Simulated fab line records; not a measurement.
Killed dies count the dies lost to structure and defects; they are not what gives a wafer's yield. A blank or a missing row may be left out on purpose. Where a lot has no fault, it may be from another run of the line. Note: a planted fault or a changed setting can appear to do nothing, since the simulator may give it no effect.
Matching of chambers -- flow n5 finfet -- N5_FIN_SAQP_HM_DEP_72 on pecvd-03: 3 sister chambers
The step deposits SiO2 from SiH4/N2O, target thk 12 nm, time 7.2 s. 6 wafers are shown with their chamber, then 9 later ones without.

## WAFERS PAIRED WITH THEIR CHAMBERS
wafer,chamber,showerhead plenum p Torr (Torr),heater power w (W)
L092.1,1,8.22,809
L092.2,2,8.00,710
L092.3,0,8.24,791
L092.4,1,8.23,823
L092.5,2,7.98,705
L092.6,0,8.23,799

## WAFERS WITH NO CHAMBER GIVEN
wafer,showerhead plenum p Torr (Torr),heater power w (W)
L094.1,8.22,742
L094.2,8.24,847
L094.3,7.99,810
L094.4,8.21,859
L094.5,8.00,846
L094.6,8.21,743
L097.1,8.23,920
L097.3,8.00,788
L097.6,8.21,799

## WHICH CHAMBER EACH WENT THROUGH
wafer,from the rows above,in truth
L094.1,0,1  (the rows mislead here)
L094.2,1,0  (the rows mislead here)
L094.3,2,2
L094.4,1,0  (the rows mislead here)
L094.5,2,2
L094.6,0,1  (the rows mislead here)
L097.1,1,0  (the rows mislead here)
L097.3,2,2
L097.6,can't be placed: 0 or 1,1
Placed correctly: 3 of 9. Can't be placed from these rows: 1 (the true chamber is among the candidates in 1). Wrongly placed: 5.
How it was worked out, from the rows above alone: a wafer's distance from a chamber is the root of the sum, over the readings, of the square of ((its reading less the chamber's mean) divided by the reading's scatter). If the next closest chamber is less than 2 further off than the closest, the wafer can't be placed; otherwise it belongs to the closest. The mean given for a chamber averages the wafers shown for that chamber. How the scatter is found: for the shown wafers, subtract from each reading the mean of its chamber, square and add these, divide the total by (wafers less chambers), then take the root.
